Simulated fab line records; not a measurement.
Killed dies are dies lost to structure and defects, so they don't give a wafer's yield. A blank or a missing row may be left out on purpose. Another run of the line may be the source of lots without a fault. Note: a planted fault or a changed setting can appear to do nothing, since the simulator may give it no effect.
Matching of chambers ; flow n5 finfet ; 3 sister chambers for N5_BEOL_M2_PRE_CLEAN_60 on cvd co-02
The step time 15 s. 18 wafers are shown with their chamber, then 9 later ones without.

WAFERS PAIRED WITH THEIR CHAMBERS
wafer;chamber;heater power w (W)
L582.4;2;65
L582.5;0;114
L582.6;1;102
L583.2;0;110
L583.4;0;113
L583.6;2;64
L585.1;0;113
L585.2;1;102
L585.5;2;66
L587.3;2;64
L587.4;1;104
L587.5;2;65
L590.1;2;65
L590.3;1;97
L590.5;1;100
L597.2;0;113
L597.3;2;65
L597.5;0;111

SIGNATURES (means of the wafers above)
reading;chamber 0;chamber 1;chamber 2;scatter within a chamber
heater power w;112.33;101.00;64.86;1.68
Rule: a wafer lies at a distance from a chamber equal to the root of the sum of squares, over the readings, of (its reading less the chamber's mean, divided by the reading's scatter). If the next closest chamber is less than 2 further off than the closest, the wafer can't be placed; otherwise it belongs to the closest. How the scatter is found: for the shown wafers, subtract from each reading the mean of its chamber, square and add these, divide the total by (wafers less chambers), then take the root.

WAFERS WHOSE CHAMBER IS MISSING
wafer;heater power w (W)
L600.1;101
L600.2;112
L600.3;67
L603.2;114
L603.3;65
L603.4;112
L604.1;65
L604.2;112
L604.4;68

WHICH CHAMBER EACH ONE RAN IN
wafer;from the rows above;in truth
L600.1;1;1
L600.2;0;0
L600.3;2;2
L603.2;0;0
L603.3;2;2
L603.4;0;0
L604.1;2;2
L604.2;0;0
L604.4;2;2
9 of 9 placed correctly. Can't be placed from these rows: 0. Wrongly placed: 0.
